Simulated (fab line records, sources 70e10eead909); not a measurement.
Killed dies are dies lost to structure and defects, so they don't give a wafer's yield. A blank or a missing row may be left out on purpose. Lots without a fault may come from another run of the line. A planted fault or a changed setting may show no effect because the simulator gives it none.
fab line records | flow nand_harc
record lots=5 wafers=15 last_day=32
route steps=1302 shown A_CHANNEL_FILL_D2@638 A_STAIRCASE@639
lots that met no fault: from a run of the same line without faults
start_h: hours from the record's first day to the start of the lot's first wafer shown | wait_h: hours since the lot's step before | " the same as in the row above | L1.1+2: a row that stands for several wafers | - no value, or no start given | * or withheld: withheld | < > ~ a bound
route shown NAME@n: a module of which the file shows steps, and the number in the route of the first | usual: mean/standard deviation of fault-free wafers | same: alike in all rows | chamber/n: place in a boat | sites: the reading at each site | _std_site: their standard deviation | _edge_site: outer sites' mean less inner sites' | radius_mm: how far each site lies from the wafer's centre | mask NAME#n: copy n | behind: the tool/chamber that last shaped the wafer | hold: why the lot was held/for how many hours/how that ended | device: the transistor (n, p or np) that didn't switch | end of line: the same wafers' tests at the end of the route | a step without rows: its recipe alone | killed: dies lost to structure and defects at the first sort, not the wafer's yield | map: a wafer's dies, x killed, . not, _ none there
set.NAME: the setting as run; set.NAME@STEP: as run at that earlier step | model.NAME: the simulator's own value behind a step, which no gauge read
lots at some steps of the route; a table a step, a row a wafer
services: from which hour (start_h, from the record's first day; less than 0 if before it) a tool's chamber was out of use, for how many hours, and why
## steps
# step NHARC_A_CHANNEL_FILL_D2_INSPECT_13
# usual raw_defect_count=347/96
# columns lot.wafer tool chamber start_h wait_h raw_defect_count
L083.3 defect_inspect-01 - 448.44 0.1 175
L083.5 " - " " 235
L083.6 " - " " 184
L086.2 defect_inspect-02 - 465.19 0.1 261
L086.3 " - " " 688
L086.4 " - " " 288
L087.2 defect_inspect-01 - 470.10 0.1 381
L087.5 " - " " 282
L087.6 " - " " 249
L093.2 defect_inspect-02 - 535.30 0.1 576
L093.4 " - " " 493
L093.6 " - " " 335
L092.1 defect_inspect-01 - 535.30 0.2 428
L092.3 " - " " 378
L092.5 " - " " 604
# step NHARC_A_STAIRCASE_DEP_156
# recipe target_thk_a=500 temp_c=400 target_thk_nm=50 flow_sccm=200 rf_w=450 material=SiNx
# usual heater_power_w=724/92
# columns lot.wafer tool chamber start_h wait_h heater_power_w
L083.3 pecvd-03 1 448.54 0.1 835
L083.5 " 1 " " 827
L083.6 " 2 " " 672
L086.2 pecvd-04 2 465.26 0.1 668
L086.3 " 0 " " 709
L086.4 " 0 " " 689
L087.2 pecvd-03 1 470.20 0.1 808
L087.5 " 0 " " 872
L087.6 " 1 " " 802
L093.2 pecvd-01 0 535.37 0.1 764
L093.4 " 1 " " 883
L093.6 " 2 " " 745
L092.1 pecvd-04 2 535.37 0.1 597
L092.3 " 0 " " 757
L092.5 " 1 " " 669
# step NHARC_A_STAIRCASE_DEHYDRATE_158
# recipe temp_c=150 time_s=120
# columns lot.wafer tool chamber start_h wait_h
L083.3+5+6 litho_track-05 0 448.78 0.2
L086.2+3+4 litho_track-02 0 465.53 0.2
L087.2+5+6 litho_track-02 0 470.44 0.2
L093.2+4+6 litho_track-02 0 535.64 0.2
L092.1+3+5 litho_track-03 0 535.65 0.2
# step NHARC_A_STAIRCASE_HMDS_159
# recipe time_s=30
# columns lot.wafer tool chamber start_h wait_h
L083.3+5+6 litho_track-05 0 - -
L086.2+3+4 litho_track-02 0 - -
L087.2+5+6 litho_track-02 0 - -
L093.2+4+6 litho_track-02 0 - -
L092.1+3+5 litho_track-03 0 - -
# step NHARC_A_STAIRCASE_COAT_160
# recipe spin_rpm=1200
# columns lot.wafer tool chamber start_h wait_h
L083.3+5+6 litho_track-05 0 - -
L086.2+3+4 litho_track-02 0 - -
L087.2+5+6 litho_track-02 0 - -
L093.2+4+6 litho_track-02 0 - -
L092.1+3+5 litho_track-03 0 - -
# step NHARC_A_STAIRCASE_SOFTBAKE_161
# recipe temp_c=135 time_s=170
# columns lot.wafer tool chamber start_h wait_h
L083.3+5+6 litho_track-05 0 - -
L086.2+3+4 litho_track-02 0 - -
L087.2+5+6 litho_track-02 0 - -
L093.2+4+6 litho_track-02 0 - -
L092.1+3+5 litho_track-03 0 - -
# step NHARC_A_STAIRCASE_EBR_162
# columns lot.wafer tool chamber start_h wait_h
L083.3+5+6 litho_track-05 0 - -
L086.2+3+4 litho_track-02 0 - -
L087.2+5+6 litho_track-02 0 - -
L093.2+4+6 litho_track-02 0 - -
L092.1+3+5 litho_track-03 0 - -
# step NHARC_A_STAIRCASE_EXPOSE_163
# recipe na=0.5 dose_mj=20.01 mask_id=STAIR_OPEN
# usual reticle_temp_C=22.98/0.096
# columns lot.wafer tool chamber start_h wait_h mask reticle_temp_C
L083.3 krf_scanner-02 0 449.15 - STAIR_OPEN#0 22.95
L083.5 " 0 " " STAIR_OPEN#0 22.93
L083.6 " 0 " " STAIR_OPEN#0 23.02
L086.2 krf_scanner-02 0 465.75 - STAIR_OPEN#0 23.02
L086.3 " 0 " " STAIR_OPEN#0 22.99
L086.4 " 0 " " STAIR_OPEN#0 23.13
L087.2 krf_scanner-01 0 470.78 - STAIR_OPEN#0 23.07
L087.5 " 0 " " STAIR_OPEN#0 22.93
L087.6 " 0 " " STAIR_OPEN#0 23.14
L093.2 krf_scanner-03 0 535.85 - STAIR_OPEN#0 23.00
L093.4 " 0 " " STAIR_OPEN#0 23.06
L093.6 " 0 " " STAIR_OPEN#0 22.98
L092.1 krf_scanner-01 0 536.00 - STAIR_OPEN#0 22.96
L092.3 " 0 " " STAIR_OPEN#0 23.11
L092.5 " 0 " " STAIR_OPEN#0 22.94
# step NHARC_A_STAIRCASE_PEB_164
# recipe peb_temp_c=115 peb_time_s=130
# columns lot.wafer tool chamber start_h wait_h
L083.3+5+6 litho_track-03 0 449.20 0.1
L086.2+3+4 litho_track-02 0 465.80 0.1
L087.2+5+6 litho_track-05 0 470.84 0.1
L093.2+4+6 litho_track-02 0 535.91 0.1
L092.1+3+5 litho_track-03 0 536.07 0.1
# step NHARC_A_STAIRCASE_DEVELOP_165
# recipe time_s=140
# columns lot.wafer tool chamber start_h wait_h
L083.3+5+6 litho_track-03 0 - -
L086.2+3+4 litho_track-02 0 - -
L087.2+5+6 litho_track-05 0 - -
L093.2+4+6 litho_track-02 0 - -
L092.1+3+5 litho_track-03 0 - -
# step NHARC_A_STAIRCASE_HARDBAKE_167
# recipe temp_c=120 time_s=140
# columns lot.wafer tool chamber start_h wait_h
L083.3+5+6 litho_track-02 0 449.43 -
L086.2+3+4 litho_track-03 0 466.03 -
L087.2+5+6 litho_track-02 0 471.06 -
L093.2+4+6 litho_track-02 0 536.14 -
L092.1+3+5 litho_track-05 0 536.29 -
# step NHARC_A_STAIRCASE_DESCUM_168
# recipe time_s=3 o2_flow_sccm=200 ar_flow_sccm=0 bias_power_w=0 chemistry=O2
# usual drypump_motor_current_A=5.80/0.24 oes_product_au=1.000/0.015 rf_vpp_V=57.8/0.85 showerhead_plenum_p_Torr=1.90/0.062 throttle_valve_pct=11.311/0.009
# columns lot.wafer tool chamber start_h wait_h drypump_motor_current_A oes_product_au rf_hours_counter_h rf_vpp_V showerhead_plenum_p_Torr throttle_valve_pct
L083.3 rie_diel-04 2 449.53 - 6.24 1.016 26 58.9 2.01 11.307
L083.6 " 0 " " 5.91 1.008 - 58.6 1.92 11.296
L083.5 " 1 " " 5.60 0.992 - 58.1 1.96 11.331
L086.4 rie_diel-04 2 466.11 - 6.23 1.011 32 59.1 2.01 11.304
L086.2 " 0 " " 5.92 1.003 32 58.1 1.92 11.325
L086.3 " 1 " " 5.58 1.002 29 57.8 1.96 11.303
L087.2 rie_diel-04 0 471.17 - 5.96 1.012 32 56.3 1.92 11.306
L087.6 " 1 " " 5.61 0.995 - 58.4 1.96 11.309
L087.5 " 2 " " 6.23 1.011 - 58.1 2.01 11.313
L093.4 rie_diel-12 0 536.80 - 5.81 1.004 25 56.2 1.83 11.318
L093.2 " 3 " " 5.60 0.967 24 58.5 1.80 11.305
L093.6 " 0 " " 5.82 1.002 - 57.5 1.83 11.312
L092.1 rie_diel-12 3 536.85 - 5.58 0.962 24 58.0 1.80 11.294
L092.3 " 1 " " 5.79 1.016 26 56.8 1.90 11.307
L092.5 " 3 " " 5.59 0.969 - 58.2 1.80 11.323
# step NHARC_A_STAIRCASE_ETCH_169
# recipe target_depth_a=500 time_s=107.1 ion_energy_ev=120 ch3f_flow_sccm=50 o2_flow_sccm=30 ar_flow_sccm=200 rf_w=500 bias_w=100 chemistry=CH3F/O2
# usual drypump_motor_current_A=5.80/0.24 oes_product_au=0.958/0.02 rf_vpp_V=244.1/1.4 showerhead_plenum_p_Torr=2.43/0.078 throttle_valve_pct=20.664/0.0099
# columns lot.wafer tool chamber start_h wait_h drypump_motor_current_A oes_product_au rf_hours_counter_h rf_vpp_V showerhead_plenum_p_Torr throttle_valve_pct
L083.3 rie_diel-04 1 449.61 0.1 5.58 0.949 22 244.7 2.51 20.655
L083.6 " 0 " " 5.92 0.947 - 243.2 2.47 20.661
L083.5 " 1 " " 5.56 0.944 - 244.9 2.51 20.673
L086.2 rie_diel-04 3 466.20 0.1 5.54 0.974 35 243.2 2.41 20.641
L086.4 " 0 " " 5.91 0.990 32 242.9 2.47 20.653
L086.3 " 1 " " 5.62 0.980 29 245.8 2.51 20.678
L087.2 rie_diel-04 1 471.26 0.1 5.57 0.967 29 243.8 2.51 20.656
L087.6 " 2 " " 6.25 0.976 - 246.9 2.58 20.681
L087.5 " 3 " " 5.56 0.997 - 243.6 2.41 20.655
L093.4 rie_diel-12 0 536.90 0.1 5.82 0.938 25 242.3 2.36 20.655
L093.2 " 2 " " 5.80 0.929 26 245.1 2.45 20.657
L093.6 " 1 " " 5.80 0.968 - 242.5 2.45 20.681
L092.1 rie_diel-12 3 536.96 0.1 5.61 0.918 24 243.2 2.32 20.681
L092.3 " 2 " " 5.80 0.932 26 245.5 2.45 20.648
L092.5 " 3 " " 5.61 0.917 - 243.1 2.32 20.646
# step NHARC_A_STAIRCASE_ETCH_170
# recipe target_depth_a=2000 time_s=66.667 ion_energy_ev=250 c4f6_flow_sccm=25 o2_flow_sccm=20 ar_flow_sccm=500 rf_w=600 bias_w=500 chemistry=C4F6/O2
# usual drypump_motor_current_A=5.82/0.24 oes_product_au=0.976/0.017 rf_vpp_V=546.3/2.6 showerhead_plenum_p_Torr=3.89/0.12 throttle_valve_pct=26.904/0.0098
# columns lot.wafer tool chamber start_h wait_h drypump_motor_current_A oes_product_au rf_hours_counter_h rf_vpp_V showerhead_plenum_p_Torr throttle_valve_pct
L083.3 rie_diel-04 2 - - 6.26 0.988 26 550.1 4.10 26.901
L083.6 " 2 " " 6.24 0.981 - 551.7 4.10 26.903
L083.5 " 3 " " 5.56 0.971 - 546.2 3.86 26.891
L086.4 rie_diel-04 2 - - 6.24 0.980 32 552.4 4.10 26.914
L086.3 " 3 " " 5.54 0.980 35 546.6 3.85 26.896
L086.2 " 1 " " 5.61 0.987 29 550.3 4.00 26.915
L087.2 rie_diel-04 1 - - 5.56 0.969 29 548.0 4.00 26.901
L087.5 " 1 " " 5.61 0.967 - 549.0 4.00 26.897
L087.6 " 2 " " 6.21 0.982 - 551.9 4.10 26.923
L093.4 rie_diel-12 2 - - 5.80 0.946 26 545.9 3.90 26.902
L093.2 " 1 " " 5.85 0.997 27 545.6 3.91 26.910
L093.6 " 3 " " 5.61 0.943 - 543.1 3.72 26.915
L092.1 rie_diel-12 3 - - 5.59 0.956 24 541.9 3.72 26.890
L092.3 " 0 " " 5.82 0.978 25 542.6 3.77 26.903
L092.5 " 2 " " 5.79 0.954 - 545.7 3.90 26.908
# step NHARC_A_STAIRCASE_STRIP_171
# recipe power_w=1500 temp_c=250 chemistry=O2
# usual drypump_motor_current_A=5.8/0.58 heater_power_w=319/23
# columns lot.wafer tool chamber start_h wait_h drypump_motor_current_A heater_power_w rf_hours_counter_h
L083.3 plasma_asher-01 0 449.97 - 6.5 296 -
L083.5 " 1 " " 5.0 311 -
L083.6 " 0 " " 6.4 294 -
L086.2 plasma_asher-01 1 466.48 - 5.0 313 24
L086.3 " 0 " " 6.4 301 -
L086.4 " 1 " " 5.0 319 -
L087.2 plasma_asher-01 1 471.51 - 5.1 313 25
L087.6 " 0 " " 6.5 296 -
L087.5 " 1 " " 5.1 314 -
L093.2 plasma_asher-02 1 537.18 - 5.6 363 21
L093.4 " 0 " " 6.0 345 -
L093.6 " 1 " " 5.7 373 -
L092.1 plasma_asher-01 1 537.23 - 5.1 320 2
L092.3 " 1 " " 5.1 319 -
L092.5 " 0 " " 6.5 287 -
# step NHARC_A_STAIRCASE_STRIP_172
# recipe time_s=900 temp_c=130 chemistry=SPM
# usual bath_heat_duty_pct=14.9/1.7
# columns lot.wafer tool chamber start_h wait_h bath_heat_duty_pct
L083.3 wet_bench-02 7 450.19 0.2 13.2
L083.5 " 0 " " 16.9
L083.6 " 1 " " 17.0
L086.2 wet_bench-02 2 466.81 0.3 15.9
L086.3 " 3 " " 15.2
L086.4 " 4 " " 14.2
L087.5 wet_bench-02 5 471.81 0.1 13.9
L087.2 " 7 " " 14.0
L087.6 " 1 " " 18.1
L093.2 wet_bench-09 2 537.48 0.3 16.5
L093.4 " 4 " " 15.7
L093.6 " 6 " " 15.2
L092.3 wet_bench-02 6 537.54 0.2 12.2
L092.1 " 7 " " 12.8
L092.5 " 0 " " 16.2
# step NHARC_A_STAIRCASE_PRECLEAN_173
# recipe time_s=* temp_c=50 bath_age_min=0 chemistry=SC1
# usual bath_heat_duty_pct=7.2/0.9
# columns lot.wafer tool chamber start_h wait_h bath_heat_duty_pct
L083.3 wet_bench-02 7 - - 7.1
L083.5 " 0 " " 8.8
L083.6 " 1 " " 7.8
L086.2 wet_bench-02 2 - - 7.9
L086.3 " 3 " " 8.6
L086.4 " 4 " " 6.3
L087.5 wet_bench-02 5 - - 7.3
L087.2 " 7 " " 6.8
L087.6 " 1 " " 8.6
L093.2 wet_bench-09 2 - - 8.2
L093.4 " 4 " " 8.2
L093.6 " 6 " " 7.1
L092.3 wet_bench-02 6 - - 5.5
L092.1 " 7 " " 7.7
L092.5 " 0 " " 8.8
# step NHARC_A_STAIRCASE_SRD_174
# columns lot.wafer tool chamber start_h wait_h
L083.3+5+6 wet_bench-02 7,0,1 - -
L086.2+3+4 wet_bench-02 2,3,4 - -
L087.5+2+6 wet_bench-02 5,7,1 - -
L093.2+4+6 wet_bench-09 2,4,6 - -
L092.3+1+5 wet_bench-02 6,7,0 - -
# step NHARC_A_STAIRCASE_DEHYDRATE_01
# recipe temp_c=150 time_s=120
# columns lot.wafer tool chamber start_h wait_h
L083.3+5+6 litho_track-02 0 450.64 -
L086.2+3+4 litho_track-05 0 467.25 -
L087.2+5+6 litho_track-05 0 472.27 -
L093.2+4+6 litho_track-05 0 537.94 -
L092.1+3+5 litho_track-03 0 537.99 -
# step NHARC_A_STAIRCASE_HMDS_02
# recipe time_s=30
# columns lot.wafer tool chamber start_h wait_h
L083.3+5+6 litho_track-02 0 - -
L086.2+3+4 litho_track-05 0 - -
L087.2+5+6 litho_track-05 0 - -
L093.2+4+6 litho_track-05 0 - -
L092.1+3+5 litho_track-03 0 - -
# step NHARC_A_STAIRCASE_COAT_03
# recipe spin_rpm=1200
# columns lot.wafer tool chamber start_h wait_h
L083.3+5+6 litho_track-02 0 - -
L086.2+3+4 litho_track-05 0 - -
L087.2+5+6 litho_track-05 0 - -
L093.2+4+6 litho_track-05 0 - -
L092.1+3+5 litho_track-03 0 - -
# step NHARC_A_STAIRCASE_SOFTBAKE_04
# recipe temp_c=135 time_s=170
# columns lot.wafer tool chamber start_h wait_h
L083.3+5+6 litho_track-02 0 - -
L086.2+3+4 litho_track-05 0 - -
L087.2+5+6 litho_track-05 0 - -
L093.2+4+6 litho_track-05 0 - -
L092.1+3+5 litho_track-03 0 - -
# step NHARC_A_STAIRCASE_EBR_05
# columns lot.wafer tool chamber start_h wait_h
L083.3+5+6 litho_track-02 0 - -
L086.2+3+4 litho_track-05 0 - -
L087.2+5+6 litho_track-05 0 - -
L093.2+4+6 litho_track-05 0 - -
L092.1+3+5 litho_track-03 0 - -
# step NHARC_A_STAIRCASE_EXPOSE_06
# recipe na=0.5 dose_mj=25.43 mask_id=STAIR
# usual reticle_temp_C=22.99/0.12
# columns lot.wafer tool chamber start_h wait_h mask reticle_temp_C
L083.3 krf_scanner-01 0 450.99 - STAIR#0 23.08
L083.5 " 0 " " STAIR#0 23.02
L083.6 " 0 " " STAIR#0 23.05
L086.2 krf_scanner-03 0 467.47 - STAIR#0 23.08
L086.3 " 0 " " STAIR#0 23.13
L086.4 " 0 " " STAIR#0 23.06
L087.2 krf_scanner-02 0 472.61 - STAIR#0 23.11
L087.5 " 0 " " STAIR#0 23.16
L087.6 " 0 " " STAIR#0 22.97
L093.2 krf_scanner-03 0 538.28 - STAIR#0 22.94
L093.4 " 0 " " STAIR#0 23.09
L093.6 " 0 " " STAIR#0 23.11
L092.1 krf_scanner-01 0 538.44 - STAIR#0 23.05
L092.3 " 0 " " STAIR#0 23.02
L092.5 " 0 " " STAIR#0 22.99
# step NHARC_A_STAIRCASE_PEB_07
# recipe peb_temp_c=115 peb_time_s=130
# columns lot.wafer tool chamber start_h wait_h
L083.3+5+6 litho_track-05 0 451.04 0.0
L086.2+3+4 litho_track-02 0 467.53 0.1
L087.2+5+6 litho_track-02 0 472.67 0.1
L093.2+4+6 litho_track-02 0 538.34 0.1
L092.1+3+5 litho_track-05 0 538.50 0.1
# step NHARC_A_STAIRCASE_DEVELOP_08
# recipe time_s=140
# columns lot.wafer tool chamber start_h wait_h
L083.3+5+6 litho_track-05 0 - -
L086.2+3+4 litho_track-02 0 - -
L087.2+5+6 litho_track-02 0 - -
L093.2+4+6 litho_track-02 0 - -
L092.1+3+5 litho_track-05 0 - -
# step NHARC_A_STAIRCASE_HARDBAKE_10
# recipe temp_c=120 time_s=140
# columns lot.wafer tool chamber start_h wait_h
L083.3+5+6 litho_track-05 0 451.27 -
L086.2+3+4 litho_track-03 0 467.75 -
L087.2+5+6 litho_track-05 0 472.89 -
L093.2+4+6 litho_track-03 0 538.56 -
L092.1+3+5 litho_track-02 0 538.72 -
# step NHARC_A_STAIRCASE_DESCUM_11
# recipe time_s=3 o2_flow_sccm=200 ar_flow_sccm=0 bias_power_w=0 chemistry=O2
# usual drypump_motor_current_A=5.82/0.25 oes_product_au=1.004/0.014 rf_vpp_V=57.7/0.86 showerhead_plenum_p_Torr=1.89/0.064 throttle_valve_pct=11.311/0.0094
# columns lot.wafer tool chamber start_h wait_h drypump_motor_current_A oes_product_au rf_hours_counter_h rf_vpp_V showerhead_plenum_p_Torr throttle_valve_pct
L083.3 rie_diel-04 3 451.38 - 5.56 1.004 28 56.9 1.88 11.310
L083.6 " 2 " " 6.23 1.013 - 59.4 2.01 11.310
L083.5 " 3 " " 5.56 1.018 - 59.0 1.88 11.306
L086.3 rie_diel-04 0 467.84 - 5.94 1.010 32 57.3 1.92 11.319
L086.4 " 2 " " 6.26 1.005 32 57.9 2.01 11.298
L086.2 " 3 " " 5.54 1.008 35 58.1 1.88 11.316
L087.2 rie_diel-12 3 472.98 - 5.60 0.986 5 57.7 1.81 11.324
L087.5 " 3 " " 5.59 0.977 - 56.8 1.81 11.319
L087.6 " 0 " " 5.82 1.005 - 57.2 1.84 11.309
L093.4 rie_diel-12 0 538.65 - 5.87 0.998 25 57.2 1.83 11.295
L093.2 " 3 " " 5.60 0.974 24 58.0 1.80 11.320
L093.6 " 0 " " 5.85 1.001 - 57.5 1.83 11.296
L092.1 rie_diel-05 0 538.81 - 5.41 0.977 43 58.7 1.85 11.311
L092.3 " 1 " " 6.11 1.008 47 56.7 1.78 11.306
L092.5 " 1 " " 6.08 1.000 - 56.8 1.78 11.315
# step NHARC_A_STAIRCASE_TRIM_12
# recipe time_s=211.2 o2_flow_sccm=500 ar_flow_sccm=0 bias_w=0 chemistry=O2
# usual drypump_motor_current_A=5.83/0.25 oes_product_au=1.004/0.014 rf_vpp_V=57.6/0.83 showerhead_plenum_p_Torr=3.49/0.11 throttle_valve_pct=17.037/0.0094
# columns lot.wafer tool chamber start_h wait_h drypump_motor_current_A oes_product_au rf_hours_counter_h rf_vpp_V showerhead_plenum_p_Torr throttle_valve_pct
L083.3 rie_diel-04 2 451.61 0.2 6.25 1.004 27 57.1 3.70 17.032
L083.6 " 2 " " 6.23 1.002 - 57.5 3.69 17.034
L083.5 " 3 " " 5.54 1.001 - 56.6 3.47 17.048
L086.2 rie_diel-04 3 467.92 0.1 5.51 1.010 35 57.2 3.46 17.049
L086.4 " 0 " " 5.91 1.006 32 58.4 3.54 17.030
L086.3 " 2 " " 6.21 1.005 32 58.7 3.69 17.036
L087.2 rie_diel-12 0 473.07 0.1 5.86 1.003 5 57.7 3.40 17.037
L087.6 " 3 " " 5.61 0.971 - 58.6 3.35 17.038
L087.5 " 0 " " 5.88 1.009 - 59.2 3.40 17.043
L093.2 rie_diel-12 0 538.74 0.1 5.86 1.004 25 57.2 3.39 17.036
L093.4 " 2 " " 5.75 0.983 26 57.0 3.51 17.045
L093.6 " 0 " " 5.86 1.002 - 56.3 3.39 17.059
L092.1 rie_diel-05 1 538.90 0.1 6.05 1.014 47 56.7 3.30 17.033
L092.3 " 0 " " 5.43 0.976 43 56.9 3.42 17.028
L092.5 " 1 " " 6.06 1.012 - 57.8 3.30 17.039
# step NHARC_A_STAIRCASE_ETCH_13
# recipe target_depth_a=1000 time_s=40.5 ion_energy_ev=400 c4f8_flow_sccm=20 o2_flow_sccm=10 ar_flow_sccm=withheld rf_w=600 bias_w=1000 chemistry=C4F8/O2
# usual oes_product_au=0.947/0.017 rf_vpp_V=895/3.9
# columns lot.wafer tool chamber start_h wait_h oes_product_au rf_hours_counter_h rf_vpp_V
L083.3 rie_diel-04 2 - - 0.929 27 902
L083.5 " 3 " " 0.938 - 893
L083.6 " 0 " " 0.936 - 898
L086.4 rie_diel-04 3 - - 0.957 36 894
L086.3 " 0 " " 0.958 32 896
L086.2 " 1 " " 0.938 29 899
L087.2 rie_diel-12 0 - - 0.940 5 891
L087.6 " 2 " " 0.941 - 895
L087.5 " 3 " " 0.914 - 891
L093.4 rie_diel-12 0 - - 0.956 25 890
L093.2 " 2 " " 0.940 26 896
L093.6 " 1 " " 0.969 - 896
L092.1 rie_diel-05 1 - - 0.931 47 888
L092.3 " 2 " " 0.935 47 893
L092.5 " 2 " " 0.931 - 894
# step NHARC_A_STAIRCASE_TRIM_14
# recipe time_s=211.2 o2_flow_sccm=500 ar_flow_sccm=0 bias_w=0 chemistry=O2
# usual drypump_motor_current_A=5.83/0.27 oes_product_au=1.002/0.016 rf_vpp_V=57.7/0.8 showerhead_plenum_p_Torr=3.49/0.12 throttle_valve_pct=17.035/0.0092
# columns lot.wafer tool chamber start_h wait_h drypump_motor_current_A oes_product_au rf_hours_counter_h rf_vpp_V showerhead_plenum_p_Torr throttle_valve_pct
L083.3 rie_diel-04 1 - - 5.56 1.000 25 58.7 3.60 17.038
L083.5 " 1 " " 5.56 0.998 - 58.9 3.60 17.035
L083.6 " 2 " " 6.29 1.010 - 59.7 3.69 17.030
L086.4 rie_diel-04 2 - - 6.25 1.011 32 57.0 3.69 17.048
L086.2 " 3 " " 5.54 1.021 36 58.5 3.46 17.040
L086.3 " 0 " " 5.98 1.001 32 58.2 3.54 17.037
L087.2 rie_diel-12 0 - - 5.84 1.002 5 57.7 3.40 17.036
L087.5 " 3 " " 5.62 0.980 - 58.2 3.35 17.025
L087.6 " 0 " " 5.84 0.997 - 57.0 3.40 17.046
L093.4 rie_diel-12 1 - - 5.83 1.014 27 57.8 3.51 17.024
L093.2 " 2 " " 5.79 0.971 26 57.8 3.51 17.027
L093.6 " 0 " " 5.80 1.002 - 57.8 3.39 17.040
L092.1 rie_diel-05 0 - - 5.42 0.961 43 59.0 3.42 17.035
L092.3 " 3 " " 5.78 0.980 45 58.9 3.39 17.041
L092.5 " 1 " " 6.10 0.997 - 57.6 3.30 17.031
# step NHARC_A_STAIRCASE_ETCH_15
# recipe target_depth_a=1000 time_s=40.5 ion_energy_ev=400 c4f8_flow_sccm=20 o2_flow_sccm=10 ar_flow_sccm=withheld rf_w=600 bias_w=1000 chemistry=C4F8/O2
# usual oes_product_au=0.947/0.016 rf_vpp_V=895/3.9
# columns lot.wafer tool chamber start_h wait_h oes_product_au rf_hours_counter_h rf_vpp_V
L083.3 rie_diel-04 1 - - 0.927 25 898
L083.5 " 0 " " 0.941 - 897
L083.6 " 1 " " 0.922 - 898
L086.4 rie_diel-04 2 - - 0.952 33 902
L086.3 " 3 " " 0.951 36 896
L086.2 " 0 " " 0.968 32 897
L087.2 rie_diel-12 0 - - 0.947 5 891
L087.5 " 0 " " 0.940 - 893
L087.6 " 1 " " 0.979 - 896
L093.2 rie_diel-12 1 - - 0.962 27 895
L093.4 " 2 " " 0.937 27 896
L093.6 " 2 " " 0.930 - 895
L092.1 rie_diel-05 1 - - 0.936 48 887
L092.3 " 0 " " 0.912 43 890
L092.5 " 2 " " 0.955 - 895
# step NHARC_A_STAIRCASE_TRIM_16
# recipe time_s=211.2 o2_flow_sccm=500 ar_flow_sccm=0 bias_w=0 chemistry=O2
# usual drypump_motor_current_A=5.83/0.26 oes_product_au=1.003/0.015 rf_vpp_V=57.7/0.88 showerhead_plenum_p_Torr=3.49/0.11 throttle_valve_pct=17.035/0.0096
# columns lot.wafer tool chamber start_h wait_h drypump_motor_current_A oes_product_au rf_hours_counter_h rf_vpp_V showerhead_plenum_p_Torr throttle_valve_pct
L083.3 rie_diel-04 0 - - 5.93 1.008 29 57.0 3.54 17.022
L083.5 " 0 " " 5.97 1.007 - 56.6 3.54 17.040
L083.6 " 1 " " 5.60 1.007 - 59.0 3.60 17.057
L086.2 rie_diel-04 0 - - 5.94 1.006 32 58.0 3.54 17.024
L086.3 " 1 " " 5.58 0.993 29 58.0 3.60 17.046
L086.4 " 2 " " 6.21 1.011 33 56.8 3.69 17.039
L087.2 rie_diel-12 3 - - 5.59 0.976 6 57.6 3.35 17.042
L087.6 " 1 " " 5.83 1.017 - 59.2 3.52 17.034
L087.5 " 2 " " 5.79 1.002 - 56.0 3.52 17.043
L093.2 rie_diel-12 3 - - 5.61 0.964 24 56.5 3.34 17.056
L093.4 " 0 " " 5.87 1.009 25 57.9 3.39 17.029
L093.6 " 2 " " 5.79 0.976 - 58.6 3.51 17.026
L092.1 rie_diel-05 2 - - 6.11 1.000 47 59.3 3.47 17.038
L092.3 " 3 " " 5.78 0.994 45 57.8 3.39 17.053
L092.5 " 2 " " 6.08 1.011 - 57.7 3.47 17.027
# step NHARC_A_STAIRCASE_ETCH_17
# recipe target_depth_a=1000 time_s=40.5 ion_energy_ev=400 c4f8_flow_sccm=20 o2_flow_sccm=10 ar_flow_sccm=withheld rf_w=600 bias_w=1000 chemistry=C4F8/O2
# usual oes_product_au=0.946/0.016 rf_vpp_V=895/4
# columns lot.wafer tool chamber start_h wait_h oes_product_au rf_hours_counter_h rf_vpp_V
L083.3 rie_diel-04 2 - - 0.946 29 900
L083.5 " 0 " " 0.933 - 896
L083.6 " 1 " " 0.929 - 898
L086.4 rie_diel-04 0 - - 0.944 32 897
L086.3 " 1 " " 0.946 29 898
L086.2 " 3 " " 0.943 36 894
L087.2 rie_diel-12 0 - - 0.948 5 892
L087.5 " 3 " " 0.914 - 890
L087.6 " 0 " " 0.945 - 891
L093.2 rie_diel-12 1 - - 0.970 27 896
L093.4 " 2 " " 0.933 27 896
L093.6 " 2 " " 0.922 - 896
L092.1 rie_diel-05 1 - - 0.952 48 887
L092.3 " 2 " " 0.964 47 895
L092.5 " 0 " " 0.918 - 891
# step NHARC_A_STAIRCASE_TRIM_18
# recipe time_s=211.2 o2_flow_sccm=500 ar_flow_sccm=0 bias_w=0 chemistry=O2
# usual drypump_motor_current_A=5.83/0.26 oes_product_au=1.004/0.016 rf_vpp_V=57.7/0.85 showerhead_plenum_p_Torr=3.49/0.11 throttle_valve_pct=17.037/0.0078
# columns lot.wafer tool chamber start_h wait_h drypump_motor_current_A oes_product_au rf_hours_counter_h rf_vpp_V showerhead_plenum_p_Torr throttle_valve_pct
L083.3 rie_diel-04 0 - - 5.98 1.010 29 59.7 3.54 17.051
L083.5 " 1 " " 5.57 0.999 - 57.7 3.60 17.036
L083.6 " 2 " " 6.25 1.005 - 57.5 3.69 17.034
L086.3 rie_diel-04 2 - - 6.24 1.002 33 58.9 3.69 17.034
L086.4 " 3 " " 5.52 1.012 36 57.6 3.46 17.025
L086.2 " 1 " " 5.61 0.992 29 58.8 3.60 17.039
L087.2 rie_diel-12 0 - - 5.85 1.007 5 58.7 3.40 17.039
L087.6 " 1 " " 5.82 1.022 - 58.6 3.52 17.033
L087.5 " 2 " " 5.80 0.987 - 58.6 3.52 17.042
L093.2 rie_diel-12 2 - - 5.79 0.973 27 57.3 3.51 17.024
L093.4 " 1 " " 5.81 1.012 27 56.9 3.51 17.041
L093.6 " 3 " " 5.59 0.966 - 57.8 3.34 17.041
L092.3 rie_diel-05 1 - - 6.06 1.002 48 58.8 3.30 17.034
L092.1 " 3 " " 5.74 0.996 45 55.9 3.39 17.043
L092.5 " 2 " " 6.05 1.007 - 55.6 3.47 17.043
## services
# columns tool chamber start_h hours kind
plasma_asher-02 - 426.00 9.0 pm
pecvd-01 0 430.96 3.2 repair
rie_diel-05 1 434.90 8.5 repair
rie_diel-12 1 436.89 4.7 repair
rie_diel-04 0 437.77 - clean
rie_diel-04 1 437.77 - clean
rie_diel-04 2 437.77 - clean
rie_diel-04 3 437.77 - clean
krf_scanner-02 - 438.00 4.0 pm
rie_diel-12 - 447.69 9.0 pm
litho_track-03 - 450.00 7.0 pm
pecvd-04 - 450.37 13.0 pm
krf_scanner-03 - 450.82 0.3 repair
pecvd-01 - 468.72 4.3 repair
litho_track-05 - 474.00 7.0 pm
krf_scanner-02 - 475.51 1.7 repair
krf_scanner-01 - 484.00 4.0 pm
rie_diel-05 0 488.97 8.7 repair
pecvd-01 - 492.40 13.0 pm
krf_scanner-03 - 492.54 2.4 repair
plasma_asher-01 - 512.78 0.7 repair
plasma_asher-01 - 519.26 9.0 pm
wet_bench-09 - 528.94 8.0 pm
rie_diel-04 - 532.26 9.0 pm
## key
fault none
